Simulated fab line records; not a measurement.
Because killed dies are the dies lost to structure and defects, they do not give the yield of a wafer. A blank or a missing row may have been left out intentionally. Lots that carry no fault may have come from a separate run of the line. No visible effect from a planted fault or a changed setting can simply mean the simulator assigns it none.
The tool behind it: which one? -- flow nandHarc -- Sampling: 14 lots, 40 wafers, 5 of 1302 route steps

== WHAT EACH GAUGE READ, for each wafer ==
NHARC_A_ONON_D2_THK_MEAS_11: measures by ellipsometry.
lot,measured,on,thkNm (nm)
L336,day 13 02:04,filmMetro-01,999 999 1000
L337,day 13 16:59,filmMetro-01,989 990 988
L339,day 13 17:00,filmMetro-02,989 990 989
L338,day 14 00:14,filmMetro-02,988 985 986
L340,day 14 10:24,filmMetro-02,1014 1013 1013
L343,day 15 10:24,filmMetro-02,986 985 985
L342,day 15 15:32,filmMetro-01,989 991 991
L344,day 16 04:31,filmMetro-01,1003 1003 1007
L352,day 19 20:45,filmMetro-01,548 550
L353,day 19 19:26,filmMetro-02,554 1001 1000 552 1002 1001
L355,day 20 22:19,filmMetro-01,992 994 993
L356,day 21 10:25,filmMetro-01,1006 1010 1008
L357,day 21 10:26,filmMetro-02,992 993 994
L358,day 22 07:18,filmMetro-02,978 979 977

NHARC_END_SORT_01.
lot,measured,on,killedAtArray,killedAtOther,killedAtPeriphery,killedDies,killedOpen,killedShort
L336,day 24 19:59,prober-02,82 60 52,0 1 1,4 1 4,86 62 57,4 2 4,2 1 4
L337,day 25 15:18,prober-02,30 24 30,0 0 3,3 6 3,33 30 36,5 6 3,2 3 4
L339,day 25 14:32,prober-01,58 56 65,1 0 0,4 3 5,63 59 70,4 3 6,3 0 3
L338,day 26 12:31,prober-02,49 51 45,0 2 1,4 4 6,53 57 52,3 5 2,3 4 3
L340,day 26 02:25,prober-01,74 82 72,0 0 0,6 2 2,80 84 74,7 6 1,5 6 4
L343,day 27 03:35,prober-01,71 63 62,0 0 0,0 0 0,71 63 62,4 1 2,1 1 2
L342,day 27 03:37,prober-02,80 83 64,2 0 1,1 4 1,83 87 66,2 7 1,2 5 1
L344,day 28 03:55,prober-01,49 56 45,2 0 0,2 5 1,53 61 46,4 3 4,2 5 3
L352,day 32 10:42,prober-01,673,1,3,677,6,3
L353,day 31 21:07,prober-02,666 48 43,0 1 0,11 6 13,677 55 56,5 4 1,2 4 4
L355,day 33 06:49,prober-02,53 54 62,2 0 1,5 3 3,60 57 66,2 4 5,1 1 3
L356,day 33 12:59,prober-01,52 47 58,1 1 2,2 4 4,55 52 64,4 2 2,2 1 2
L357,day 33 07:35,prober-01,37 33 34,2 1 3,4 0 2,43 34 39,4 4 3,3 4 3
L358,day 33 19:35,prober-02,39 49 39,0 0 0,4 3 6,43 52 45,2 4 5,1 3 1

== EACH LOT AND THE TOOL THAT RAN IT (in order: tool; ch and the chambers of the sampled wafers; start) ==
lot,NHARC_A_CHANNEL_FILL_D1_ETCHBACK_20,NHARC_A_ONON_D2_DEP_09,NHARC_A_CHANNEL_HOLE_D2_DEP_01
L336,"rieDiel-11 ch 0,2,3, day 10 13:49","pecvdOnon-01 ch 0, day 13 01:37","pecvd-02 ch 1,2, day 13 14:50"
L337,"rieDiel-04 ch 0,2, day 11 01:31","pecvdOnon-01 ch 0, day 13 16:32","pecvd-04 ch 0,1, day 14 06:43"
L339,"rieDiel-01 ch 1,2,3, day 11 06:28","pecvdOnon-03 ch 0, day 13 16:29","pecvd-04 ch 1,2, day 14 06:34"
L338,"rieDiel-04 ch 2,3, day 11 10:16","pecvdOnon-03 ch 0, day 13 23:44","pecvd-04 ch 1,2, day 14 17:22"
L340,"rieDiel-11 ch 0,1, day 12 01:09","pecvdOnon-03 ch 0, day 14 09:53","pecvd-04 ch 0,1, day 15 00:16"
L343,"rieDiel-11 ch 1,2,3, day 12 18:25","pecvdOnon-01 ch 0, day 15 09:53","pecvd-04 ch 0,1,2, day 15 23:55"
L342,"rieDiel-11 ch 0,2,3, day 13 01:29","pecvdOnon-03 ch 0, day 15 15:02","pecvd-04 ch 0,1, day 16 04:16"
L344,"rieDiel-11 ch 2,3, day 13 12:29","pecvdOnon-03 ch 0, day 16 04:07","pecvd-04 ch 0,1,2, day 16 17:34"
L352,"rieDiel-11 ch 2, day 16 20:45","pecvdOnon-03 ch 0, day 19 20:14",-
L353,"rieDiel-04 ch 0,1,3, day 17 07:00","pecvdOnon-03 ch 0, day 19 18:55","pecvd-01 ch 1, day 20 08:37"
L355,"rieDiel-04 ch 0,3, day 18 11:49","pecvdOnon-01 ch 0, day 20 21:55","pecvd-04 ch 1,2, day 21 17:34"
L356,"rieDiel-11 ch 1,2,3, day 18 16:37","pecvdOnon-04 ch 0, day 21 09:55","pecvd-02 ch 0,1,2, day 21 23:23"
L357,"rieDiel-11 ch 1,2,3, day 18 20:32","pecvdOnon-01 ch 0, day 21 10:06","pecvd-04 ch 1,2, day 21 23:28"
L358,"rieDiel-01 ch 0,1,3, day 19 17:00","pecvdOnon-01 ch 0, day 22 06:47","pecvd-04 ch 0,1,2, day 22 21:05"
- NHARC_A_CHANNEL_FILL_D1_ETCHBACK_20: etches the open film in C4F8/O2/Ar, target depth 27 nm, time 13.5 s.
- NHARC_A_ONON_D2_DEP_09: target thk 1000 nm.
- NHARC_A_CHANNEL_HOLE_D2_DEP_01: deposits SiON, target thk 140 nm.

== AS READ BY THE TOOLS THEMSELVES (means over the sampled wafers that have a number; for cases with no such wafer, the mark the record gives instead) ==
NHARC_A_CHANNEL_FILL_D1_ETCHBACK_20.
lot,tool,oesProductAu (a.u.),rfVppV (V)
L336,rieDiel-11,1.00,980
L337,rieDiel-04,0.97,974
L339,rieDiel-01,1.00,986
L338,rieDiel-04,1.00,979
L340,rieDiel-11,1.00,981
L343,rieDiel-11,1.00,977
L342,rieDiel-11,0.93,980
L344,rieDiel-11,0.99,980
L352,rieDiel-11,0.93,983
L353,rieDiel-04,0.95,981
L355,rieDiel-04,1.00,977
L356,rieDiel-11,1.00,977
L357,rieDiel-11,0.92,977
L358,rieDiel-01,0.98,986

NHARC_A_CHANNEL_HOLE_D2_DEP_01.
lot,tool,chamberPressureTorr (Torr),heaterPowerW (W),showerheadVppV (V)
L336,pecvd-02,3.504,755,1191
L337,pecvd-04,3.495,775,1121
L339,pecvd-04,3.501,852,1148
L338,pecvd-04,3.501,853,1153
L340,pecvd-04,3.506,789,1134
L343,pecvd-04,3.498,779,1134
L342,pecvd-04,3.499,725,1129
L344,pecvd-04,3.510,767,1139
L353,pecvd-01,3.504,738,1208
L355,pecvd-04,3.500,736,1153
L356,pecvd-02,3.500,749,1207
L357,pecvd-04,3.495,753,1151
L358,pecvd-04,3.501,811,1129

== THE ANSWER, worked out from the rows above alone ==
Rule: what is usual is taken from the lots themselves. Put in order of their means at a reading, lots are off if they are a third of the lots or fewer, leave a main group of 4 or more, and stand apart from it by a gap of 3 or more times the standard deviation of the main group's means; of several such gaps the widest counts. Not used: any main group whose means are identical at the precision the tables above print for the reading. Also off: a lot with no number at a reading for which 4 or more lots have one. All remaining lots with rows at the step are treated as sound. After the gauges, taken in route order, come the tools' own readings; for these a lot's mean is taken, as printed above. At the first step where some lot is off, the reading lying furthest off is the one used; lots without a number count as furthest.
Off: L352, L353, at NHARC_A_ONON_D2_THK_MEAS_11 (thkNm). For the main group the mean is 994 nm and the standard deviation 9.8.
If a tool, at a process step before that reading, ran all the lots that are off and no sound lot after the first of them, it fits. Not tried: the gauges at NHARC_A_ONON_D2_THK_MEAS_11; whatever is off there is also off at NHARC_END_SORT_01, on other tools, and gauge error can't account for it. One candidate fits, namely pecvdOnon-03 at NHARC_A_ONON_D2_DEP_09. Its last sound lot is L344 (day 16 04:07), its first lot that is off L353 (day 19 18:55): a fault that began between those two fits.

== WHAT THE SIMULATOR HAD PUT IN ==
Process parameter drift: pecvdOnon-03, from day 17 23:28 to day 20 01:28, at NHARC_A_ONON_D2_DEP_09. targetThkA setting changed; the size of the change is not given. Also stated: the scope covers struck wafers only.
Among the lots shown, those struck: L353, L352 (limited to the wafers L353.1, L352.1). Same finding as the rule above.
